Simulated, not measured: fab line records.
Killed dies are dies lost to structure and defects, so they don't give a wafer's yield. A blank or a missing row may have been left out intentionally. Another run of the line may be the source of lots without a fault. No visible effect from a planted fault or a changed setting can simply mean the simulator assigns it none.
A lot that was struck, set against a sound lot | flow nandHarc | 40 steps out of a route of 1302
Sound: wafers L409.1, L409.4, L409.6. Wafers struck: L411.3, L411.5, L411.6. At the end, the cause is stated.
For every step that has rows: the tool of each side, followed by ch and its chambers, followed by its first start. Under that, the readings that differ: sound wafers | struck wafers | difference of the means | sigmas: that difference in standard deviations of wafers without a fault.
alike: words and numbers the same on both sides, and readings whose means are apart by under 2 such deviations; not compared: readings that were withheld, readings missing a value for some wafer, numbers with overlapping values and no deviation given by the record, and bounds like >300 which may hide the same value.
Wherever a step has rows on one side only, a row that says differs or no value, or a row with sigmas, the two part there. When numbers do not overlap yet have no deviation, they are printed without sigmas and do not part them. A reading missing from all wafers of one side parts the sides only when that side holds two or more wafers.

NHARC_A_BONDPAD_THK_MEAS_20: measures by xrf.
  sound on filmMetro-02 at day 25 21:31; struck on filmMetro-01 at day 27 09:49
  alike: thkNm
then, 1 step without rows for these wafers: NHARC_A_BONDPAD_SRD_21 (time 30 s, dry time 20 s).
NHARC_A_BONDPAD_INSPECT_23:
  sound on defectInspect-01 at day 25 21:45; struck on defectInspect-01 at day 27 10:01
  alike: rawDefectCount
NHARC_HYBRID_BOND_ACTIVATE_00: chemistry N2, time 60 s.
  sound on rieDiel-06 ch 0,1, day 25 21:49; struck on rieDiel-01 ch 1,2,3, day 27 10:07
reading                      | sound          | struck         | difference | sigmas
drypumpMotorCurrentA (A)     | 5.44 5.16 5.17 | 6.21 5.93 5.06 | +0.48      | +2
showerheadPlenumPTorr (Torr) | 1.63 1.70 1.70 | 1.86 1.86 1.73 | +0.14      | +2
  alike: oesProductAu, rfVppV
  not compared: rfHoursCounterH
then, 4 steps without rows for these wafers: NHARC_HYBRID_BOND_PRECLEAN_01 (cleans in DIW, time 300 s); NHARC_HYBRID_BOND_SRD_02 (time 30 s, dry time 20 s); NHARC_HYBRID_BOND_BOND_03; NHARC_HYBRID_BOND_ANNEAL_04 (time 7200 s).
NHARC_HYBRID_BOND_OVL_MEAS_05:
  sound on overlay-02 at day 26 06:55; struck on overlay-02 at day 27 19:14
  alike: overlayXNm, overlayYNm
NHARC_HYBRID_BOND_INSPECT_06: inspects for defects (ir void).
  sound on defectInspect-02 at day 26 06:58; struck on defectInspect-02 at day 27 19:17
  alike: rawDefectCount
NHARC_THIN_TSV_GRIND_00:
  sound on grinder-01 ch 0, day 26 07:07; struck on grinder-01 ch 0, day 27 19:50
  alike: motorCurrentA
then, 13 steps without rows for these wafers: NHARC_THIN_TSV_CMP_01 (polishes); NHARC_THIN_TSV_SRD_03; NHARC_THIN_TSV_PRECLEAN_41 (cleans in SC1); NHARC_THIN_TSV_SRD_42; NHARC_THIN_TSV_DEP_43 (deposits SiO2, target thk 1328.5 nm); NHARC_THIN_TSV_DEHYDRATE_04 (time 120 s); NHARC_THIN_TSV_HMDS_05 (time 30 s); NHARC_THIN_TSV_COAT_06; NHARC_THIN_TSV_SOFTBAKE_07 (time 95 s); NHARC_THIN_TSV_EBR_08; NHARC_THIN_TSV_EXPOSE_09 (exposes mask TSV); NHARC_THIN_TSV_PEB_10 (peb time 85 s); NHARC_THIN_TSV_DEVELOP_11 (time 70 s).
NHARC_THIN_TSV_CD_MEAS_12: target cd 1000 nm.
  sound on cdSem-03 ch 0, day 26 09:32; struck on cdSem-03 ch 0, day 27 21:52
  alike: cdNm
then, 4 steps without rows for these wafers: NHARC_THIN_TSV_HARDBAKE_13 (time 80 s); NHARC_THIN_TSV_DESCUM_14 (chemistry O2, time 3 s); NHARC_THIN_TSV_ETCH_44 (etches the open film in CF4/O2, target depth 1594.2 nm, time 797.1 s); NHARC_THIN_TSV_ETCH_15 (target depth 3000 nm, bosch target overetch cycles 2, bosch etch step 2.8 s).
NHARC_THIN_TSV_CD_MEAS_16:
  sound on cdSem-03 at day 26 10:29; struck on cdSem-01 at day 27 22:49
  alike: cdNm
then, 3 steps without rows for these wafers: NHARC_THIN_TSV_STRIP_45 (strips in O2); NHARC_THIN_TSV_STRIP_46 (strips in post etch residue remover, time 1200 s); NHARC_THIN_TSV_DEP_47 (deposits SiO2, target thk 200 nm).
NHARC_THIN_TSV_ETCHBACK_48: etches the open film in C4F8/Ar, target depth 1028.5 nm, time 405.17 s.
  sound on rieDiel-10 ch 1,2,3, day 26 11:48; struck on rieDiel-10 ch 0,3, day 28 00:05
  alike: oesProductAu, rfVppV
  not compared: rfHoursCounterH
then, 2 steps without rows for these wafers: NHARC_THIN_TSV_STRIP_62 (strips in N2/H2, time 20 s); NHARC_THIN_TSV_DEGAS_49 (time 120 s).
NHARC_THIN_TSV_PRE_CLEAN_50: time 30 s.
  sound on pvdSputter-01; struck on pvdSputter-02
  alike: heaterPowerW
NHARC_THIN_TSV_PVD_19: deposits TaN, target thk 20 nm.
  sound on pvdSputter-01; struck on pvdSputter-02
  alike: chamberPressurePa, throttleValvePct
NHARC_THIN_TSV_PVD_51: deposits Cu, target thk 100 nm.
  sound on pvdSputter-01; struck on pvdSputter-02
  alike: chamberPressurePa, throttleValvePct
NHARC_END_SORT_01:
  sound on prober-01 ch 0, day 27 00:26; struck on prober-02 ch 0, day 28 14:30
reading                | sound       | struck      | difference | sigmas
defectLimitedYield (%) | 84 85 85    | 0 0 0       | -85        | -24
killedAtOther          | 2 0 4       | 597 592 604 | +596       | +99 or more
killedDies             | 108 103 104 | 677 677 677 | +572       | +24
  alike: killedAtArray, killedAtPeriphery, killedOpen, killedShort

== WHERE THEY PART ==
Earliest at NHARC_HYBRID_BOND_ACTIVATE_00; latest, in this record, at NHARC_END_SORT_01.

WHY: what had been put in by the simulator
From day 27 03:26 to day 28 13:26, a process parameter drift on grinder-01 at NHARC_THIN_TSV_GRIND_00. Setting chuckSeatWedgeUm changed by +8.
